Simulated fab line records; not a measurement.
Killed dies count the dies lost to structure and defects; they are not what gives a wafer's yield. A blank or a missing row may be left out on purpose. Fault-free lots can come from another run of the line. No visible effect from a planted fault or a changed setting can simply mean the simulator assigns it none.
A lot that was struck, set against a sound lot -- flow n5Finfet -- 37 steps out of a route of 1938
Sound: wafers L551.3, L551.4, L551.5. Struck: wafer L562.3; the same lot's L562.4 was not struck, so it is left out; see the end for the cause.
Per side, at each step with rows, come the tool, then ch with its chambers, and then its first start. Under that, the readings that differ: sound wafers -- struck wafers -- difference of the means -- sigmas: that difference in standard deviations of wafers without a fault.
alike: readings whose means differ by less than 2 such deviations, and words and numbers that are the same on both sides. not compared: withheld readings, readings that some wafer has no value for, bounds like >300 that may hide the same value, and numbers for which the record gives no deviation and whose values overlap.
Wherever a step has rows on one side only, a row that says differs or no value, or a row with sigmas, the two part there. Numbers that have no deviation but don't overlap get no sigmas and don't part them. A reading missing from all wafers of one side parts the sides only when that side holds two or more wafers.

first, 11 steps without rows for these wafers: N5_MOL_CONTACT_COAG_VIA_ETCH_117 (etches SiO2 in C4F6/O2, target depth 40 nm, overetch 8 nm, time 26 s); N5_MOL_CONTACT_COAG_ETCH_124 (etches SiNx in CH3F/O2, stops on SiOC, target depth 6.5 nm); N5_MOL_CONTACT_COAG_ETCH_48 (etches SiOC in C4F6/O2, target depth 15 nm, overetch 4.5 nm, time 17 s); N5_MOL_CONTACT_COAG_STRIP_72 (strips in N2/H2); N5_MOL_CONTACT_COAG_STRIP_49 (strips in N2/H2, time 30 s); N5_MOL_CONTACT_COAG_PRECLEAN_138 (cleans in alkaline clean, time 60 s); N5_MOL_CONTACT_COAG_SRD_139 (time 30 s); N5_MOL_CONTACT_COAG_PRE_CLEAN_121; N5_MOL_CONTACT_COAG_CVD_140 (deposits W, target thk 66.5 nm, time 215 s); N5_MOL_CONTACT_COAG_PRECLEAN_127 (cleans in DIW, time 57.5 s); N5_MOL_CONTACT_COAG_SRD_128 (dry time 32 s).
N5_MOL_CONTACT_COAG_CMP_52: polishes, stops on SiO2, t overpolish 1.5 s, target thk 66.5 nm.
  sound on cmp-03 ch 1,2,3, day 6 17:41; struck on cmp-03 ch 0, day 10 01:55
reading,sound,struck,difference,sigmas
overpolishRunS (s),1.512 1.496 1.505,0.051,-1.453,-99 or more
timeToEndpointS (s),11.4 14.7 11.1,26.0,+13.6,+7
  alike: motorCurrentA
then, 1 step without rows for these wafers: N5_MOL_CONTACT_COAG_ANNEAL_112 (time 1800 s).
N5_MOL_CONTACT_COAG_INSPECT_97: inspects for defects (darkfield).
  struck on defectInspect-01, day 10 05:19; sound on defectInspect-01, day 6 21:02
reading,sound,struck,difference,sigmas
rawDefectCount,69 90 36,1016,+951,+59
then, 21 steps without rows for these wafers: N5_BEOL_M0_SAQP_PECVD_00 (deposits SiCN from 3MS/NH3, target thk 8 nm, time 14 s); N5_BEOL_M0_SAQP_ILD_DEP_01 (deposits SiOC from DEMS/O2, target thk 45.419 nm, time 8.7 s); N5_BEOL_M0_SAQP_HM_DEP_02 (deposits TiN, target thk 12 nm); N5_BEOL_M0_SAQP_PECVD_03 (deposits SiCN from 3MS/NH3, target thk 12 nm, time 21.1 s); N5_BEOL_M0_SAQP_PECVD_96 (deposits a-Si from SiH4/He, target thk 45 nm, time 45.2 s); N5_BEOL_M0_SAQP_PECVD_97 (deposits SiNx from SiH4/NH3/N2, target thk 23 nm, time 19.9 s); N5_BEOL_M0_SAQP_PECVD_04 (deposits a-Si from SiH4/He, target thk 60 nm, time 60.2 s); N5_BEOL_M0_SAQP_HM_DEP_111 (deposits SiO2 from SiH4/N2O, target thk 12 nm, time 7.2 s); N5_BEOL_M0_SAQP_COAT_81 (time 60 s, resist thk 100 nm); N5_BEOL_M0_SAQP_COAT_82 (time 60 s, resist thk 30 nm); N5_BEOL_M0_SAQP_COAT_08 (resist thk 90 nm); N5_BEOL_M0_SAQP_EBR_10; N5_BEOL_M0_SAQP_SOFTBAKE_09 (time 60 s); N5_BEOL_M0_SAQP_EXPOSE_11 (exposes mask M0 CORE, target cd 42 nm); N5_BEOL_M0_SAQP_PEB_12 (peb time 60 s); N5_BEOL_M0_SAQP_DEVELOP_13 (develop time 30 s); N5_BEOL_M0_SAQP_DESCUM_19 (chemistry O2, time 7.9 s); N5_BEOL_M0_SAQP_ETCH_83 (etches SiARC in CF4, target depth 39 nm, time 65 s); N5_BEOL_M0_SAQP_ETCH_84 (etches SOC in N2/H2, target depth 100 nm, overetch 20 nm, time 150 s); N5_BEOL_M0_SAQP_STRIP_80 (strips in N2/H2); N5_BEOL_M0_SAQP_HM_OPEN_112 (chemistry CHF3/O2, target SiO2, stops on a-Si, target depth 12 nm, time 13.5 s).
N5_BEOL_M4_RC_MEAS_101:
  the record has rows for the sound wafers here (prober-01 ch 0, day 9 11:58) and none for the struck ones
-- record jumps: 7 days separate the struck wafers' starts on either side; left off in module BEOL_M4, taken up again in module PASSIVATION, whose first shown step is the route's number 1936 --
N5_PASSIVATION_PROBE_49:
  the record has rows for the struck wafers here (prober-02, day 16 23:47) and none for the sound ones

== WHERE THEY PART ==
Last at N5_PASSIVATION_PROBE_49 as far as this record goes, first at N5_MOL_CONTACT_COAG_CMP_52.

WHY: what had been put in by the simulator
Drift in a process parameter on cmp-03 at N5_MOL_CONTACT_COAG_CMP_52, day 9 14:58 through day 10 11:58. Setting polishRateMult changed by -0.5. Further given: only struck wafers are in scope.
